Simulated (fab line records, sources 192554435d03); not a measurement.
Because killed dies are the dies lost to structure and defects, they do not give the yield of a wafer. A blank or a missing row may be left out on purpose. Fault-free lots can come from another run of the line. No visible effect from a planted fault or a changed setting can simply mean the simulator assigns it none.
What tool caused it?    flow n5Finfet    10 lots, 28 wafers sampled, at 6 steps of a route of 1938

WHAT THE GAUGES SHOWED, per wafer
N5_BEOL_M0_SAQP_OVL_MEAS_41. Usual: for M0_CUT1_OVL the level is -0.4 nm and the standard deviation is 0.64.
lot   measured      on          M0_CUT1_OVL (nm)  flag
L116  day 5 20:29   overlay-02  -0.5 -0.1 -0.2    
L119  day 6 17:12   overlay-01  0.2 -0.6 -0.5     
L122  day 7 10:19   overlay-01  -1.2 -0.7         
L129  day 9 06:16   overlay-01  -0.1 -0.2 0.4     
L133  day 10 03:14  overlay-01  -1.1 -0.6 -1.1    
L134  day 10 10:55  overlay-01  -0.6 0.3 -0.4     
L135  day 10 15:31  overlay-02  -0.3 0.1 -0.7     
L136  day 10 18:51  overlay-02  -0.3 0.1          
L137  day 11 02:39  overlay-01  -0.5 -0.1 -0.7    
L138  day 11 10:26  overlay-01  -0.1 0.4 0.3      

N5_BEOL_M0_CUTY_CD_MEAS_57 targets a cd of 200 nm. Usual: 200.2 nm for cdNm, sd 0.97.
lot   measured      on        cdNm (nm)          flag
L116  day 5 22:11   cdSem-02  200.4 201.1 201.2  
L119  day 6 18:35   cdSem-02  199.4 199.2 199.6  
L122  day 7 11:59   cdSem-03  199.6 200.0        
L129  day 9 07:40   cdSem-03  200.6 201.7 202.1  
L136  day 10 20:22  cdSem-01  199.6 200.8        
L137  day 11 04:10  cdSem-01  200.6 200.0 200.9  
L138  day 11 12:47  cdSem-01  201.0 201.2 201.7  

N5_BEOL_M4_RC_MEAS_101. Usual: DIBL_N 36.3 mV/V, standard deviation 1.6; DIBL_P 36.2 mV/V, standard deviation 2.1; IOFF_N 0.16 nA/um, standard deviation 0.031; IOFF_P 0.21 nA/um, standard deviation 0.034; ION_N 673 uA/um, standard deviation 11; ION_P 461 uA/um, standard deviation 7.4; SS_N 71.6 mV/dec, standard deviation 0.55; SS_P 73.3 mV/dec, standard deviation 0.66; VT_N 251 mV, standard deviation 3.2; VT_P -251 mV, standard deviation 3.5.
lot   measured      on         DIBL_N (mV/V)   DIBL_P (mV/V)   IOFF_N (nA/um)  IOFF_P (nA/um)  ION_N (uA/um)  ION_P (uA/um)  SS_N (mV/dec)   SS_P (mV/dec)   VT_N (mV)    VT_P (mV)       flag
L116  day 7 15:59   prober-02  36.3 36.8 38.4  36.0 36.5 37.9  0.14 0.14 0.17  0.21 0.21 0.25  683 665 676    471 462 464    71.0 71.5 71.2  73.8 73.4 74.0  254 253 250  -254 -253 -251  
L119  day 8 17:03   prober-02  36.0 38.8 38.9  35.8 39.2 39.4  0.14 0.20 0.19  0.22 0.28 0.28  661 679 675    460 467 473    72.0 71.9 72.2  73.4 74.3 74.7  255 249 248  -250 -244 -244  
L122  day 9 13:11   prober-01  34.9 36.1       34.1 35.5       0.12 0.14       0.17 0.18       655 669        452 454        70.8 71.9       72.7 72.6       253 255      -255 -254       
L129  day 11 05:43  prober-01  36.4 35.1 38.9  38.2 35.3 40.0  0.18 0.15 0.22  0.25 0.19 0.27  687 670 682    474 457 467    71.8 71.4 72.6  73.9 73.2 74.5  246 249 246  -248 -250 -250  
L136  day 12 17:08  prober-01  36.8 38.1       35.2 37.4       0.15 0.17       0.19 0.21       667 689        454 464        71.3 71.6       73.0 74.0       253 246      -254 -253       
L137  day 13 07:39  prober-01  34.2 37.2 36.9  32.7 37.0 36.4  0.10 0.15 0.14  0.14 0.19 0.19  656 667 666    455 456 463    70.4 71.2 71.6  71.8 72.6 72.9  257 251 252  -254 -253 -255  
L138  day 13 10:01  prober-01  37.9 39.1 39.1  38.5 41.1 41.7  0.19 0.23 0.25  0.23 0.28 0.29  687 697 708    466 472 478    71.7 73.3 72.5  74.6 74.0 74.3  248 245 243  -249 -248 -248  

WHICH TOOL RAN EACH LOT (tool, then ch and the chambers of the sampled wafers, then the start)
lot   N5_BEOL_M0_SAQP_RECESS_104         N5_BEOL_M0_SAQP_ETCH_49            N5_BEOL_M0_SAQP_STRIP_75
L116  vaporEtch-02 ch 0,1, day 5 18:23   rieDiel-05 ch 0,2,3, day 5 21:41   rieDiel-05 ch 0,2,3, day 5 21:47
L119  vaporEtch-02 ch 0,1, day 6 15:22   rieDiel-05 ch 1,3, day 6 18:06     rieDiel-05 ch 1,3, day 6 18:12
L122  vaporEtch-02 ch 1, day 7 08:19     rieDiel-05 ch 0,1, day 7 11:29     rieDiel-05 ch 0,1, day 7 11:35
L129  vaporEtch-01 ch 0,1, day 9 03:34   rieDiel-05 ch 0,1,3, day 9 07:10   rieDiel-05 ch 0,1,3, day 9 07:16
L133  vaporEtch-01 ch 0,1, day 10 01:04  rieDiel-05 ch 0,1,2, day 10 04:08  rieDiel-05 ch 0,1,2, day 10 04:14
L134  vaporEtch-02 ch 0,1, day 10 08:49  rieDiel-01 ch 0,1, day 10 12:28    rieDiel-01 ch 0,1, day 10 12:34
L135  vaporEtch-02 ch 0,1, day 10 13:22  rieDiel-01 ch 0,3, day 10 16:43    rieDiel-01 ch 0,3, day 10 16:49
L136  vaporEtch-02 ch 0,1, day 10 16:50  rieDiel-03 ch 0,2, day 10 19:52    rieDiel-03 ch 0,2, day 10 19:58
L137  vaporEtch-02 ch 0,1, day 10 23:04  rieDiel-03 ch 0,2,3, day 11 03:40  rieDiel-03 ch 0,2,3, day 11 03:46
L138  vaporEtch-02 ch 0,1, day 11 07:08  rieDiel-03 ch 0,1, day 11 12:17    rieDiel-03 ch 0,1, day 11 12:23
- N5_BEOL_M0_SAQP_RECESS_104: chemistry HF/NH3, target SiO2, target depth 18 nm, afs cycles 3, sublimation time 60 s.
- N5_BEOL_M0_SAQP_ETCH_49: etches SiO2 in CF4/O2, target depth 37 nm.
- N5_BEOL_M0_SAQP_STRIP_75: strips in CF4.

WHAT THE TOOLS THEMSELVES READ (means of the sampled wafers that have a number; where no wafer has one, the mark that the record gives instead)
N5_BEOL_M0_SAQP_RECESS_104. Usual: drypumpMotorCurrentA 5.85 A, standard deviation 0.24; forelinePTorr 0.1280 Torr, standard deviation 0.00037.
lot   tool          drypumpMotorCurrentA (A)  forelinePTorr (Torr)  flag
L116  vaporEtch-02  5.78                      0.1284                
L119  vaporEtch-02  5.80                      0.1275                
L122  vaporEtch-02  5.81                      0.1280                
L129  vaporEtch-01  6.07                      0.1281                
L133  vaporEtch-01  5.80                      0.1282                
L134  vaporEtch-02  5.81                      0.1274                
L135  vaporEtch-02  5.83                      0.1280                
L136  vaporEtch-02  5.81                      0.1283                
L137  vaporEtch-02  5.82                      0.1281                
L138  vaporEtch-02  5.82                      0.1285                

N5_BEOL_M0_SAQP_ETCH_49. Usual: O2_flow_sccm 10.01 sccm, standard deviation 0.031; biasW 49.01 W, standard deviation 0.13; drypumpMotorCurrentA 5.6 A, standard deviation 0.54; oes_f_703_au 0.79 a.u., standard deviation 0.076; oesProductAu 0.77 a.u., standard deviation 0.07; rfVppV 239 V, standard deviation 5.6; showerheadPlenumPTorr 2.21 Torr, standard deviation 0.082; throttleValvePct 15.80 %, standard deviation 0.24.
lot   tool        O2_flow_sccm (sccm)  biasW (W)  drypumpMotorCurrentA (A)  oes_f_703_au (a.u.)  oesProductAu (a.u.)  rfVppV (V)  showerheadPlenumPTorr (Torr)  throttleValvePct (%)  flag
L116  rieDiel-05  9.99                 48.97      6.1                       0.80                 0.78                 239         2.21                          15.58                 
L119  rieDiel-05  10.04                48.91      6.0                       0.82                 0.80                 241         2.31                          15.60                 
L122  rieDiel-05  10.02                48.98      5.8                       0.84                 0.80                 234         2.20                          15.68                 
L129  rieDiel-05  10.01                48.99      5.8                       0.78                 0.76                 239         2.21                          15.69                 
L133  rieDiel-05  -                    -          -                         -                    -                    -           -                             -                     OFF
L134  rieDiel-01  -                    -          -                         -                    -                    -           -                             -                     OFF
L135  rieDiel-01  -                    -          -                         -                    -                    -           -                             -                     OFF
L136  rieDiel-03  9.96                 49.14      5.5                       0.72                 0.73                 244         2.16                          15.96                 
L137  rieDiel-03  9.99                 49.00      5.4                       0.71                 0.71                 239         2.19                          15.97                 
L138  rieDiel-03  10.06                49.13      6.0                       0.79                 0.81                 244         2.16                          15.80                 

N5_BEOL_M0_SAQP_STRIP_75. Usual: drypumpMotorCurrentA 5.6 A, standard deviation 0.54; oesProductAu 0.180 a.u., standard deviation 0.016; rfVppV 271.2 V, standard deviation 1.7; showerheadPlenumPTorr 1.80 Torr, standard deviation 0.068; throttleValvePct 13.55 %, standard deviation 0.24.
lot   tool        drypumpMotorCurrentA (A)  oesProductAu (a.u.)  rfVppV (V)  showerheadPlenumPTorr (Torr)  throttleValvePct (%)  flag
L116  rieDiel-05  6.0                       0.181                271.8       1.80                          13.35                 
L119  rieDiel-05  6.0                       0.186                272.5       1.88                          13.37                 
L122  rieDiel-05  5.8                       0.187                270.6       1.78                          13.44                 
L129  rieDiel-05  5.8                       0.175                271.2       1.80                          13.46                 
L133  rieDiel-05  6.1                       0.788                271.4       1.81                          13.38                 OFF
L134  rieDiel-01  5.5                       0.834                272.0       1.82                          13.53                 OFF
L135  rieDiel-01  5.1                       0.790                270.2       1.78                          13.56                 OFF
L136  rieDiel-03  5.5                       0.170                270.3       1.76                          13.72                 
L137  rieDiel-03  5.5                       0.166                270.9       1.78                          13.72                 
L138  rieDiel-03  6.0                       0.191                269.9       1.77                          13.55                 

THE ANSWER, worked out from the rows above alone
Rule: a lot counts as off when the mean over its wafers that have a number is more than 3 standard deviations away from the usual mean. Also off: a lot with no number at a reading for which 4 or more lots have one. All remaining lots with rows at the step are treated as sound. First the gauges in route order, then the tools' own readings, where a lot's mean is used as printed above. At the first step where some lot is off, the reading lying furthest off is the one used; lots without a number count as furthest.
Off: L133, L134, L135, at N5_BEOL_M0_SAQP_ETCH_49 (O2_flow_sccm). Without a number there: L133, L134, L135.
A tool fits if, at that step or a process step before it, it ran every lot that is off, and no sound lot after the first of them. Not one of the candidates tried fits.

WHAT WAS PUT IN BY THE SIMULATOR
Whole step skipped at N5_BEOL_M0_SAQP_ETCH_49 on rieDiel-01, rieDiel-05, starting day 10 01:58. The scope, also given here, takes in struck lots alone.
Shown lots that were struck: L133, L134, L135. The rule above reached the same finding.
